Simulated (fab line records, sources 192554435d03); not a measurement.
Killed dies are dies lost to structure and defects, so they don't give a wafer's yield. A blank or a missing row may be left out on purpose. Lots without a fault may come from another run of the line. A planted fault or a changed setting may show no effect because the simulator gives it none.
fab line records | flow n5_finfet
record lots=9 wafers=24 last_day=18
route steps=1938 shown BEOL_M3@946 BEOL_M4@1111 PASSIVATION@1936
lots that met no fault: from a run of the same line without faults
start_h: hours from the record's first day to the start of the lot's first wafer shown | wait_h: hours since the lot's step before | " the same as in the row above | L1.1+2: a row that stands for several wafers | - no value, or no start given | * or withheld: withheld | < > ~ a bound
route shown NAME@n: a module of which the file shows steps, and the number in the route of the first | usual: mean/standard deviation of fault-free wafers | same: alike in all rows | chamber/n: place in a boat | sites: the reading at each site | _std_site: their standard deviation | _edge_site: outer sites' mean less inner sites' | radius_mm: how far each site lies from the wafer's centre | mask NAME#n: copy n | behind: the tool/chamber that last shaped the wafer | hold: why the lot was held/for how many hours/how that ended | device: the transistor (n, p or np) that didn't switch | end of line: the same wafers' tests at the end of the route | a step without rows: its recipe alone | killed: dies lost to structure and defects at the first sort, not the wafer's yield | map: a wafer's dies, x killed, . not, _ none there
set.NAME: the setting as run; set.NAME@STEP: as run at that earlier step | model.NAME: the simulator's own value behind a step, which no gauge read
steps of the route over a sample of lots; a table a step, a row a wafer
services: from which hour (start_h, from the record's first day; less than 0 if before it) a tool's chamber was out of use, for how many hours, and why
## steps
# step N5_BEOL_M3_INSPECT_13
# recipe mode=adi inspect_instrument=brightfield
# usual raw_defect_count=419/92
# columns lot.wafer tool chamber start_h wait_h raw_defect_count
L259.3 defect_inspect-02 - 157.76 0.0 358
L259.4 " - " " 505
L259.5 " - " " 341
L260.1 defect_inspect-01 - 168.91 0.1 493
L260.3 " - " " 421
L260.4 " - " " 504
L263.1 defect_inspect-01 - 189.69 0.1 377
L263.6 " - " " 399
L269.3 defect_inspect-02 - 226.44 0.0 453
L269.4 " - " " 412
L269.5 " - " " 344
L270.1 defect_inspect-02 - 237.90 0.1 430
L270.2 " - " " 328
L270.5 " - " " 409
L275.1 defect_inspect-02 - 268.57 0.1 303
L275.4 " - " " 353
L275.5 " - " " 297
L277.4 defect_inspect-02 - 272.72 0.0 253
L277.5 " - " " 247
L278.1 defect_inspect-02 - 299.89 0.1 419
L278.3 " - " " 590
L279.2 defect_inspect-02 - 304.31 0.0 533
L279.4 " - " " 536
L279.5 " - " " 388
# step N5_BEOL_M3_ETCH_64
# recipe chemistry=N2/H2 target=SOC target_depth_a=750 overetch_a=150 mask_material=SiARC temp_c=40 time_s=112.5 ion_energy_ev=200 pressure_mtorr=30 source_w=840 bias_w=150 n2_flow_sccm=200 h2_flow_sccm=200
# usual drypump_motor_current_A=5.8/0.48 oes_product_au=0.57/0.034 rf_fwd_power_W=836.4/2.7 rf_vpp_V=525.1/2.2 showerhead_plenum_p_Torr=2.59/0.076 throttle_valve_pct=17.95/0.26
# columns lot.wafer tool chamber start_h wait_h drypump_motor_current_A oes_product_au rf_fwd_power_W rf_hours_counter_h rf_vpp_V showerhead_plenum_p_Torr throttle_valve_pct
L259.3 rie_diel-03 2 157.90 0.0 5.7 0.63 836.1 98 524.2 2.58 18.11
L259.4 " 2 " " 5.6 0.63 834.5 - 524.3 2.58 18.11
L259.5 " 3 " " 5.9 0.55 842.7 - 526.4 2.65 18.50
L260.1 rie_diel-05 1 169.03 0.0 5.1 0.56 835.0 188 526.2 2.66 18.17
L260.3 " 0 " " 5.3 0.60 841.9 153 527.0 2.64 17.54
L260.4 " 2 " " 6.4 0.59 838.3 199 526.7 2.64 17.89
L263.1 rie_diel-05 2 189.80 0.0 6.4 0.58 836.4 205 525.4 2.64 17.91
L263.6 " 0 " " 5.3 0.59 839.4 - 526.5 2.64 17.53
L269.3 rie_diel-06 0 226.55 0.0 5.7 0.55 834.1 211 525.8 2.62 17.77
L269.4 " 3 " " 5.2 0.57 837.0 218 517.5 2.40 17.75
L269.5 " 0 " " 5.7 0.56 833.3 - 523.3 2.62 17.78
L270.1 rie_diel-06 0 238.02 0.0 5.7 0.55 836.4 215 526.2 2.62 17.79
L270.2 " 1 " " 5.7 0.54 835.5 221 524.7 2.61 17.62
L270.5 " 1 " " 5.7 0.54 836.8 - 525.3 2.61 17.63
L275.1 rie_diel-03 0 268.68 0.0 5.9 0.56 836.1 211 525.1 2.64 18.08
L275.4 " 1 " " 6.4 0.53 838.6 254 526.3 2.63 18.22
L275.5 " 1 " " 6.4 0.53 834.4 - 524.7 2.63 18.22
L277.4 rie_diel-05 2 272.88 0.1 6.4 0.56 835.5 - 527.1 2.63 17.94
L277.5 " 0 " " 5.3 0.58 836.4 - 528.0 2.63 17.58
L278.1 rie_diel-05 1 300.01 0.0 5.1 0.55 833.3 219 526.3 2.64 18.22
L278.3 " 0 " " 5.3 0.58 840.8 191 526.8 2.62 17.58
L279.2 rie_diel-06 2 304.59 0.0 6.7 0.58 836.3 171 520.7 2.43 17.96
L279.4 " 1 " " 5.7 0.54 833.8 240 525.9 2.60 17.67
L279.5 " 1 " " 5.7 0.53 837.3 - 525.9 2.60 17.66
# step N5_BEOL_M3_STRIP_19
# recipe chemistry=O2 power_w=400 temp_c=40 pressure_mtorr=30 rf_frequency_hz=6e+07 bias_power_w=0 overash_fraction=0.2 o2_flow_sccm=225
# usual drypump_motor_current_A=5.8/0.51 oes_product_au=0.72/0.057 rf_vpp_V=3.6/0.43 showerhead_plenum_p_Torr=2.12/0.069 throttle_valve_pct=16.77/0.15
# columns lot.wafer tool chamber start_h wait_h drypump_motor_current_A oes_product_au rf_hours_counter_h rf_vpp_V showerhead_plenum_p_Torr throttle_valve_pct
L259.3 rie_diel-06 1 158.22 0.1 5.7 0.69 197 3.7 2.18 16.60
L259.4 " 3 " " 5.2 0.74 197 3.9 2.01 16.81
L259.5 " 0 " " 5.7 0.71 - 3.9 2.20 16.74
L260.1 rie_diel-06 2 169.32 0.1 6.7 0.80 131 3.1 2.03 16.73
L260.3 " 0 " " 5.7 0.71 194 4.0 2.20 16.76
L260.4 " 1 " " 5.7 0.70 201 3.2 2.18 16.60
L263.1 rie_diel-03 2 190.17 0.2 5.7 0.77 110 4.4 2.13 17.01
L263.6 " 1 " " 6.4 0.68 - 3.1 2.15 16.84
L269.3 rie_diel-06 2 226.93 0.1 6.7 0.77 147 3.0 2.02 16.74
L269.4 " 1 " " 5.7 0.68 217 3.7 2.18 16.64
L269.5 " 2 " " 6.7 0.78 - 3.4 2.02 16.74
L270.1 rie_diel-06 3 238.30 0.1 5.2 0.73 221 3.5 2.00 16.86
L270.2 " 1 " " 5.7 0.68 221 3.4 2.18 16.65
L270.5 " 2 " " 6.7 0.77 - 3.7 2.02 16.75
L275.1 rie_diel-06 2 268.96 0.1 6.8 0.77 161 4.7 2.02 16.78
L275.4 " 1 " " 5.7 0.67 230 3.4 2.17 16.67
L275.5 " 3 " " 5.2 0.72 - 3.5 1.99 16.88
L277.4 rie_diel-03 1 273.14 0.1 6.4 0.67 256 4.0 2.14 16.88
L277.5 " 2 " " 5.6 0.76 - 3.0 2.13 17.03
L278.1 rie_diel-05 1 300.30 0.1 5.1 0.68 219 3.4 2.16 16.92
L278.3 " 0 " " 5.3 0.73 191 4.1 2.16 16.48
L279.2 rie_diel-03 2 304.87 0.1 5.6 0.74 139 3.7 2.12 17.05
L279.4 " 2 " " 5.6 0.75 - 3.9 2.12 17.05
L279.5 " 0 " " 5.9 0.69 - 3.5 2.15 16.70
# step N5_BEOL_M3_TRENCH_ETCH_37
# recipe chemistry=C4F6/O2 target_depth_a=555.55 target=SiOC time_s=29.2 ion_energy_ev=250 pressure_mtorr=30 source_w=355 bias_w=185 Ar_flow_sccm=300 C4F6_flow_sccm=10 O2_flow_sccm=10
# usual drypump_motor_current_A=5.8/0.49 oes_f_703_au=0.72/0.05 oes_o_777_au=0.72/0.054 oes_product_au=0.71/0.048 rf_fwd_power_W=349.4/2.1 rf_vpp_V=670/18 showerhead_plenum_p_Torr=2.90/0.078 throttle_valve_pct=20.97/0.22
# columns lot.wafer tool chamber start_h wait_h drypump_motor_current_A oes_f_703_au oes_o_777_au oes_product_au rf_fwd_power_W rf_hours_counter_h rf_vpp_V showerhead_plenum_p_Torr throttle_valve_pct
L259.3 rie_diel-05 1 163.04 - 5.1 0.71 0.70 0.71 346.5 185 677 2.96 21.10
L259.4 " 3 " " 6.0 0.72 0.71 0.68 350.3 219 686 2.86 21.18
L259.5 " 3 " " 6.0 0.72 0.72 0.69 350.9 - 685 2.85 21.18
L260.1 rie_diel-05 0 181.75 - 5.3 0.79 0.79 0.76 353.3 156 667 2.96 20.65
L260.3 " 2 " " 6.4 0.73 0.73 0.73 350.3 203 666 2.95 20.77
L260.4 " 3 " " 6.0 0.72 0.70 0.68 351.4 224 686 2.85 21.20
L263.1 rie_diel-05 3 191.65 - 6.0 0.71 0.71 0.67 350.5 227 686 2.85 21.20
L263.6 " 1 " " 5.1 0.71 0.70 0.69 345.0 - 677 2.96 21.12
L269.3 rie_diel-05 3 244.04 - 6.1 0.91 0.88 0.70 434.9 240 615 2.85 21.22
L269.4 " 2 " " 6.3 0.92 0.90 0.76 434.9 220 599 2.94 20.82
L269.5 " 2 " " 6.3 0.92 0.91 0.75 435.1 - 597 2.94 20.81
L270.1 rie_diel-05 0 246.33 - 5.3 1.00 0.97 0.80 437.2 172 596 2.95 20.70
L270.2 " 1 " " 5.1 0.90 0.87 0.72 430.9 207 606 2.95 21.16
L270.5 " 1 " " 5.1 0.90 0.87 0.73 431.0 - 608 2.95 21.14
L275.1 rie_diel-03 2 271.11 - 5.7 0.75 0.79 0.74 350.9 126 642 2.87 21.14
L275.4 " 1 " " 6.4 0.67 0.67 0.66 351.4 255 654 2.93 21.10
L275.5 " 2 " " 5.7 0.75 0.78 0.75 350.6 - 642 2.87 21.13
L277.4 rie_diel-06 0 275.29 - 5.7 0.67 0.68 0.67 349.3 227 687 2.88 20.56
L277.5 " 3 " " 5.2 0.72 0.74 0.71 347.8 - 658 2.70 20.97
L278.1 rie_diel-06 0 303.35 - 5.7 0.66 0.67 0.68 344.3 235 688 2.88 20.56
L278.3 " 1 " " 5.7 0.67 0.67 0.67 346.6 240 656 2.96 20.93
L279.2 rie_diel-03 3 306.35 - 5.9 1.03 1.04 0.99 350.9 1 645 2.93 20.99
L279.4 " 3 " " 5.9 1.02 1.04 0.99 349.4 - 644 2.93 21.00
L279.5 " 0 " " 5.9 0.66 0.65 0.68 351.8 - 708 2.94 21.04
# step N5_BEOL_M3_OCD_MEAS_38
# usual trench_depth_nm=55.0/1.1
# columns lot.wafer tool chamber start_h wait_h trench_depth_nm
L259.3 ocd-01 - 163.20 - 54.1
L259.4 " - " " 55.4
L259.5 " - " " 55.5
L260.1 ocd-02 - 181.90 - 56.9
L260.3 " - " " 54.8
L260.4 " - " " 55.4
L263.1 ocd-02 - 191.81 - 54.7
L263.6 " - " " 53.6
L269.3 ocd-01 - 244.19 - 59.2
L269.4 " - " " 59.4
L269.5 " - " " 59.0
L270.1 ocd-02 - 246.48 - 63.5
L270.2 " - " " 59.0
L270.5 " - " " 59.1
L275.1 ocd-01 - 271.26 - 53.3
L275.4 " - " " 54.5
L275.5 " - " " 53.7
L277.4 ocd-02 - 275.45 - 53.2
L277.5 " - " " 54.6
L278.1 ocd-02 - 303.50 - 54.3
L278.3 " - " " 55.8
L279.2 ocd-01 - 306.50 - 54.8
L279.4 " - " " 53.8
L279.5 " - " " 54.1
# step N5_BEOL_M4_RC_MEAS_101
# usual DIBL_N=36.2/2.2 DIBL_P=36.5/3 IOFF_N=0.16/0.039 IOFF_P=0.22/0.047 ION_N=675/15 ION_P=463/10 SS_N=71.6/0.71 SS_P=73.4/0.94 VT_N=250/3.6 VT_P=-250/3.9
# columns lot.wafer tool chamber start_h wait_h DIBL_N[mV/V] DIBL_P[mV/V] IOFF_N[nA/um] IOFF_P[nA/um] ION_N[uA/um] ION_P[uA/um] SS_N[mV/dec] SS_P[mV/dec] VT_N[mV] VT_P[mV]
L259.3 prober-02 0 175.91 0.3 35.7 35.8 0.14 0.18 669 452 71.3 74.0 251 -253
L259.4 " 0 " " 41.1 42.1 0.26 0.29 694 470 73.5 75.4 245 -249
L259.5 " 0 " " 35.3 35.4 0.14 0.18 658 455 71.3 73.2 252 -255
L260.1 prober-02 0 194.60 0.0 35.1 35.7 0.14 0.18 664 451 71.3 73.3 253 -254
L260.3 " 0 " " 35.4 37.1 0.15 0.21 678 468 71.5 73.0 250 -250
L260.4 " 0 " " 32.2 32.7 0.10 0.16 650 450 70.5 72.2 257 -253
L263.1 prober-01 0 214.21 0.0 39.0 40.5 0.18 0.25 696 479 71.5 73.8 250 -249
L263.6 " 0 " " 38.5 40.0 0.18 0.24 694 477 71.4 74.2 250 -247
L269.3 prober-02 0 256.66 0.3 35.9 35.5 0.14 0.19 686 468 71.3 72.7 249 -251
L269.4 " 0 " " 41.9 41.5 0.26 0.29 690 470 73.5 74.6 243 -248
L269.5 " 0 " " 36.9 35.8 0.15 0.19 685 461 71.1 73.0 253 -253
L270.1 prober-01 0 256.84 0.0 38.2 38.9 0.18 0.21 669 458 71.9 74.2 249 -252
L270.2 " 0 " " 35.4 36.4 0.13 0.17 667 461 71.2 73.1 253 -256
L270.5 " 0 " " 34.8 36.2 0.15 0.19 698 475 70.6 73.2 248 -252
L277.4 prober-01 0 289.51 0.5 37.0 38.9 0.16 0.22 673 455 71.2 73.2 251 -252
L277.5 " 0 " " 37.9 40.3 0.17 0.23 672 460 72.0 73.9 251 -250
L275.1 prober-02 0 289.62 0.0 32.2 32.2 0.12 0.19 669 476 70.6 71.6 251 -247
L275.4 " 0 " " 35.6 35.7 0.16 0.24 678 466 71.2 72.7 248 -244
L275.5 " 0 " " 36.5 37.0 0.18 0.29 686 475 71.6 73.8 244 -240
L278.1 prober-02 0 317.23 0.0 42.3 42.9 0.26 0.34 684 467 72.5 76.7 247 -246
L278.3 " 0 " " 34.6 33.3 0.12 0.16 661 457 70.7 73.3 254 -255
L279.2 prober-01 0 321.09 0.2 34.2 36.4 0.15 0.21 678 460 71.5 74.1 248 -249
L279.4 " 0 " " 36.0 37.1 0.18 0.22 682 462 71.9 73.2 246 -250
L279.5 " 0 " " 32.6 33.2 0.12 0.17 665 457 71.3 72.6 251 -254
# step N5_PASSIVATION_PROBE_49
# usual defect_limited_yield=91.5/1.5 killed_at_M0_to_M3=32/10 killed_at_M4_up=13/4.9 killed_at_contacts=13/6.1 killed_at_front_end=38/11 killed_at_other=3/3.2 killed_dies=101/18 killed_open=66/13 killed_short=32/8.3 sort_bin_4_leakage=0.00/0.018 sort_bin_5_function=5.0/1 sort_bin_6_memory=3.2/0.74 sort_n_pass=1078/22 sort_yield_pct=91.3/1.9
# same gross_dies=1180 killed_at_back_side=0 sort_bin_8_speed[%]=0
# columns lot.wafer tool chamber start_h wait_h defect_limited_yield[%] killed_at_M0_to_M3 killed_at_M4_up killed_at_contacts killed_at_front_end killed_at_other killed_dies killed_open killed_short sort_bin_4_leakage[%] sort_bin_5_function[%] sort_bin_6_memory[%] sort_n_pass sort_yield_pct[%]
L259.3 prober-01 - 285.05 0.1 93.1 30 10 19 21 2 82 55 26 0 4.3 2.5 1098 93.1
L259.4 prober-01 - 285.10 0.2 94.9 14 9 12 25 0 60 37 19 0.08 2.9 1.9 1119 94.8
L259.5 prober-01 - 285.15 0.2 92.6 31 13 16 25 2 87 64 23 0 4.4 2.6 1093 92.6
L260.1 prober-01 - 300.42 0.0 91.4 28 19 9 43 2 101 75 23 0 5.1 3.4 1079 91.4
L260.3 prober-01 - 300.52 0.1 91.8 50 10 12 23 2 97 67 29 0 3.9 4.0 1083 91.8
L260.4 prober-01 - 300.57 0.2 88.2 35 25 12 63 4 139 92 45 0 6.8 4.5 1041 88.2
L263.1 prober-02 - 326.72 0.0 88.8 35 17 16 59 5 132 86 44 0 5.8 5.0 1048 88.8
L263.6 prober-02 - 326.97 0.3 88.1 33 16 7 65 20 141 87 48 0 7.5 3.8 1039 88.1
L270.1 prober-01 - 356.65 0.0 90.8 28 14 23 39 5 109 72 26 0 5.4 2.9 1071 90.8
L270.2 prober-01 - 356.70 0.1 92.2 24 11 28 29 0 92 66 23 0 4.3 3.2 1088 92.2
L270.5 prober-01 - 356.85 0.2 90.6 32 21 17 35 6 111 66 41 0 4.7 4.4 1069 90.6
L269.3 prober-02 - 361.25 0.1 91.3 31 13 24 30 5 103 76 26 0 5.3 2.7 1077 91.3
L269.4 prober-02 - 361.30 0.2 90.6 53 16 15 24 3 111 72 38 0 5.0 4.2 1069 90.6
L269.5 prober-02 - 361.35 0.2 91.4 45 15 14 24 3 101 69 29 0 5.1 3.4 1079 91.4
L277.4 prober-02 - 402.66 0.2 91.3 26 10 12 46 9 103 67 36 0 4.2 4.2 1077 91.3
L277.5 prober-02 - 402.71 0.2 90.8 29 17 15 43 5 109 67 42 0 5.4 3.2 1071 90.8
L275.1 prober-01 - 406.16 0.0 94.0 39 8 9 15 0 71 53 16 0 3.2 2.7 1109 94.0
L275.4 prober-01 - 406.31 0.2 90.8 49 13 10 36 1 109 68 40 0 6.3 2.7 1071 90.8
L275.5 prober-01 - 406.36 0.2 92.5 28 7 10 42 1 88 56 31 0 4.5 2.4 1092 92.5
L278.1 prober-02 - 419.95 0.0 89.2 52 16 20 37 2 127 79 47 0 5.8 4.3 1053 89.2
L278.3 prober-02 - 420.05 0.1 88.9 40 14 29 44 4 131 90 37 0 6.7 3.8 1049 88.9
L279.2 prober-02 - 430.68 0.1 93.5 26 8 11 23 9 77 47 29 0 3.2 2.9 1103 93.5
L279.4 prober-02 - 430.78 0.2 90.3 43 17 9 44 2 115 73 38 0 5.5 3.7 1065 90.3
L279.5 prober-02 - 430.83 0.2 92.1 34 9 7 37 6 93 56 35 0 4.2 3.5 1087 92.1
# killed by level:class
L259.3 MOL_CONTACT_COAG:geometric_particle:open=17 BEOL_M2:geometric_particle:open=7 FIN_SAQP:geometric_particle:short=5 STI_FIN_REVEAL:geometric_particle:open=5 BEOL_M0_SAQP:geometric_particle:short=5 FIN_SAQP:geometric_particle:open=4 BEOL_M1:geometric_particle:open=4 BEOL_M2:geometric_particle:short=4
L259.4 MOL_CONTACT_COAG:geometric_particle:open=7 FIN_SAQP:geometric_particle:short=5 STI_FIN_REVEAL:geometric_particle:open=5 BEOL_M2:geometric_particle:open=5 BEOL_M0_SAQP:geometric_particle:open=4 FIN_SAQP:geometric_particle:open=3 MOL_CONTACT_COAG:geometric_particle:short=3 STARTING-WAFER:geometric_particle:open=3
L259.5 MOL_CONTACT_COAG:geometric_particle:open=11 BEOL_M1:geometric_particle:open=9 BEOL_M0_SAQP:geometric_particle:open=8 DUMMY_GATE:geometric_particle:open=5 MOL_CONTACT_COAG:geometric_particle:short=5 BEOL_M2:geometric_particle:open=5 BEOL_M4:geometric_particle:open=5 STI_FIN_REVEAL:geometric_particle:open=4
L260.1 STI_FIN_REVEAL:geometric_particle:open=18 MOL_CONTACT_COAG:geometric_particle:open=7 BEOL_M2:geometric_particle:open=7 BEOL_M3:geometric_particle:open=7 STARTING-WAFER:geometric_particle:open=6 STI_FIN_REVEAL:geometric_particle:short=5 BEOL_M5:geometric_particle:open=5 BEOL_M1:geometric_particle:open=5
L260.3 BEOL_M3:geometric_particle:open=16 MOL_CONTACT_COAG:geometric_particle:open=10 BEOL_M1:geometric_particle:open=7 BEOL_M3:geometric_particle:short=7 FIN_SAQP:geometric_particle:short=6 BEOL_M0_SAQP:geometric_particle:open=6 BEOL_M2:geometric_particle:open=5 BEOL_M4:geometric_particle:open=5
L260.4 STI_FIN_REVEAL:geometric_particle:open=15 FIN_SAQP:geometric_particle:short=13 BEOL_M3:geometric_particle:open=11 MOL_CONTACT_COAG:geometric_particle:open=10 BEOL_M1:geometric_particle:open=9 FIN_SAQP:geometric_particle:open=8 BEOL_M0_SAQP:geometric_particle:short=8 BEOL_M4:geometric_particle:open=8
L263.1 STI_FIN_REVEAL:geometric_particle:open=25 MOL_CONTACT_COAG:geometric_particle:open=12 BEOL_M0_SAQP:geometric_particle:short=10 BEOL_M0_SAQP:geometric_particle:open=7 BEOL_M1:geometric_particle:open=7 FIN_SAQP:geometric_particle:open=6 FIN_SAQP:geometric_particle:short=6 STI_FIN_REVEAL:geometric_particle:short=5
L263.6 STI_FIN_REVEAL:geometric_particle:open=32 STI_FIN_REVEAL:geometric_particle:short=10 FIN_SAQP:geometric_particle:short=9 BEOL_M0_SAQP:geometric_particle:open=6 BEOL_M3:geometric_particle:open=6 MIM_TOP_ETCH:geometric_particle:open=6 MOL_CONTACT_COAG:geometric_particle:open=6 BEOL_M4:geometric_particle:open=6
L270.1 MOL_CONTACT_COAG:geometric_particle:open=19 BEOL_M3:geometric_particle:open=14 FIN_SAQP:geometric_particle:short=11 HKMG_FIN:area_etch=8 STI_FIN_REVEAL:geometric_particle:open=7 FIN_SAQP:geometric_particle:open=5 BEOL_M0_SAQP:geometric_particle:open=4 MOL_CONTACT_COAG:geometric_particle:short=3
L270.2 MOL_CONTACT_COAG:geometric_particle:open=23 BEOL_M3:geometric_particle:open=7 FIN_SAQP:geometric_particle:short=6 FIN_SAQP:geometric_particle:open=6 STI_FIN_REVEAL:geometric_particle:short=5 BEOL_M0_SAQP:geometric_particle:open=5 MOL_CONTACT_COAG:geometric_particle:short=4 BEOL_M1:geometric_particle:open=4
L270.5 MOL_CONTACT_COAG:geometric_particle:open=14 BEOL_M3:geometric_particle:open=11 BEOL_M4:geometric_particle:open=8 STARTING-WAFER:geometric_particle:short=7 FIN_SAQP:geometric_particle:open=6 BEOL_M0_SAQP:geometric_particle:short=6 STI_FIN_REVEAL:geometric_particle:open=5 BEOL_M0_SAQP:geometric_particle:open=4
L269.3 MOL_CONTACT_COAG:geometric_particle:open=18 STI_FIN_REVEAL:geometric_particle:open=14 BEOL_M0_SAQP:geometric_particle:open=8 BEOL_M4:geometric_particle:open=8 BEOL_M0_SAQP:geometric_particle:short=7 MOL_CONTACT_COAG:geometric_particle:short=6 FIN_SAQP:geometric_particle:open=5 BEOL_M0:geometric_particle:open=4
L269.4 BEOL_M0_SAQP:geometric_particle:open=21 BEOL_M0_SAQP:geometric_particle:short=17 MOL_CONTACT_COAG:geometric_particle:open=12 BEOL_M5:geometric_particle:open=7 BEOL_M1:geometric_particle:open=5 STARTING-WAFER:geometric_particle:short=5 BEOL_M4:geometric_particle:open=4 STARTING-WAFER:geometric_particle:open=4
L269.5 MOL_CONTACT_COAG:geometric_particle:open=13 BEOL_M0_SAQP:geometric_particle:open=13 STI_FIN_REVEAL:geometric_particle:open=9 BEOL_M0_SAQP:geometric_particle:short=7 BEOL_M0:geometric_particle:open=6 BEOL_M2:geometric_particle:open=5 FIN_SAQP:geometric_particle:short=4 BEOL_M2:geometric_particle:short=4
L277.4 DUMMY_GATE:geometric_particle:open=11 FIN_SAQP:geometric_particle:open=10 BEOL_M0_SAQP:geometric_particle:short=9 MOL_CONTACT_COAG:geometric_particle:open=8 FIN_SAQP:geometric_particle:short=6 BEOL_M0_SAQP:geometric_particle:open=6 STI_FIN_REVEAL:geometric_particle:open=6 GATE_CUT:geometric_particle:short=5
L277.5 MOL_CONTACT_COAG:geometric_particle:open=11 BEOL_M0_SAQP:geometric_particle:open=9 BEOL_M0_SAQP:geometric_particle:short=9 FIN_SAQP:geometric_particle:open=8 STI_FIN_REVEAL:geometric_particle:open=8 BEOL_M4:geometric_particle:open=7 STARTING-WAFER:geometric_particle:open=6 FIN_SAQP:geometric_particle:short=5
L275.1 MOL_CONTACT_COAG:geometric_particle:open=9 BEOL_M3:geometric_particle:open=9 BEOL_M1:geometric_particle:open=7 BEOL_M0_SAQP:geometric_particle:open=6 BEOL_M2:geometric_particle:open=6 FIN_SAQP:geometric_particle:open=5 BEOL_M0_SAQP:geometric_particle:short=3 BEOL_M3:geometric_particle:short=3
L275.4 BEOL_M3:geometric_particle:open=10 BEOL_M0_SAQP:geometric_particle:short=9 FIN_SAQP:geometric_particle:open=8 BEOL_M4:geometric_particle:open=8 STI_FIN_REVEAL:geometric_particle:open=8 BEOL_M2:geometric_particle:open=7 FIN_SAQP:geometric_particle:short=6 MOL_CONTACT_COAG:geometric_particle:open=6
L275.5 FIN_SAQP:geometric_particle:short=15 FIN_SAQP:geometric_particle:open=12 MOL_CONTACT_COAG:geometric_particle:open=9 STI_FIN_REVEAL:geometric_particle:open=8 BEOL_M1:geometric_particle:open=7 BEOL_M3:geometric_particle:open=6 BEOL_M0_SAQP:geometric_particle:short=6 BEOL_M0_SAQP:geometric_particle:open=4
L278.1 BEOL_M0_SAQP:geometric_particle:short=21 MOL_CONTACT_COAG:geometric_particle:open=17 BEOL_M3:geometric_particle:open=11 FIN_SAQP:geometric_particle:open=10 BEOL_M0_SAQP:geometric_particle:open=7 STI_FIN_REVEAL:geometric_particle:open=6 GATE_CUT:geometric_particle:short=5 FIN_SAQP:geometric_particle:short=4
L278.3 MOL_CONTACT_COAG:geometric_particle:open=21 FIN_SAQP:geometric_particle:open=14 BEOL_M0_SAQP:geometric_particle:open=8 MOL_CONTACT_COAG:geometric_particle:short=8 BEOL_M1:geometric_particle:open=8 STI_FIN_REVEAL:geometric_particle:open=7 BEOL_M3:geometric_particle:open=7 FIN_SAQP:geometric_particle:short=5
L279.2 STI_FIN_REVEAL:geometric_particle:open=6 MOL_CONTACT_COAG:geometric_particle:open=6 BEOL_M0_SAQP:geometric_particle:open=6 BEOL_M2:geometric_particle:open=6 BEOL_M2:geometric_particle:short=6 MOL_CONTACT_COAG:geometric_particle:short=5 MIM_TOP:geometric_particle:short=5 FIN_SAQP:geometric_particle:short=3
L279.4 FIN_SAQP:geometric_particle:short=13 BEOL_M2:geometric_particle:open=12 FIN_SAQP:geometric_particle:open=11 BEOL_M3:geometric_particle:open=9 BEOL_M0_SAQP:geometric_particle:short=9 MOL_CONTACT_COAG:geometric_particle:open=8 BEOL_M0_SAQP:geometric_particle:open=8 BEOL_M5:geometric_particle:open=5
L279.5 STI_FIN_REVEAL:geometric_particle:open=8 BEOL_M3:geometric_particle:open=8 BEOL_M0_SAQP:geometric_particle:short=6 FIN_SAQP:geometric_particle:short=5 FIN_SAQP:geometric_particle:open=5 DUMMY_GATE:geometric_particle:open=4 MOL_CONTACT_COAG:geometric_particle:open=4 BEOL_M0_SAQP:geometric_particle:open=4
## services
# columns tool chamber start_h hours kind
rie_diel-05 3 136.41 7.8 repair
rie_diel-06 - 182.23 2.8 pm
rie_diel-03 - 242.73 14.6 pm
rie_diel-05 3 272.30 - clean
rie_diel-05 3 272.30 - consumable_replace:focus_ring
rie_diel-05 3 272.30 16.6 scheduled_down
rie_diel-05 3 272.30 16.6 vent_cycle
rie_diel-03 3 279.83 - clean
rie_diel-03 3 279.83 - consumable_replace:focus_ring
rie_diel-03 3 279.83 23.5 scheduled_down
rie_diel-03 3 279.83 23.5 vent_cycle
rie_diel-05 1 282.09 17.6 repair
rie_diel-05 2 299.70 4.2 repair
rie_diel-05 - 302.74 1.0 repair
rie_diel-03 1 303.75 - clean
rie_diel-03 1 303.75 - consumable_replace:focus_ring
rie_diel-03 1 303.75 22.1 scheduled_down
rie_diel-03 1 303.75 22.1 vent_cycle
## key
first_sign step=N5_BEOL_M3_TRENCH_ETCH_37 reading=rf_fwd_power_W direction=up sigmas=40 usual=* struck=*
effect step=N5_BEOL_M3_TRENCH_ETCH_37 reading=oes_f_703_au direction=up sigmas=4 usual=0.72 struck=0.92
effect step=N5_BEOL_M3_OCD_MEAS_38 reading=trench_depth_nm direction=up sigmas=4.7 usual=55.0 struck=59.9
met_at N5_BEOL_M3_TRENCH_ETCH_37
struck_lots L269,L270
not_acting_at N5_BEOL_M3_INSPECT_13,N5_BEOL_M3_ETCH_64,N5_BEOL_M3_STRIP_19
onset_between 191.65 244.04
fault kind=process_parameter_drift tool=rie_diel-05 chamber=- onset_h=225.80 steps=N5_BEOL_M3_TRENCH_ETCH_37 channel=source_w offset=85.2 shape=step end_h=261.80 acts_in=these_recipes_only stated=355
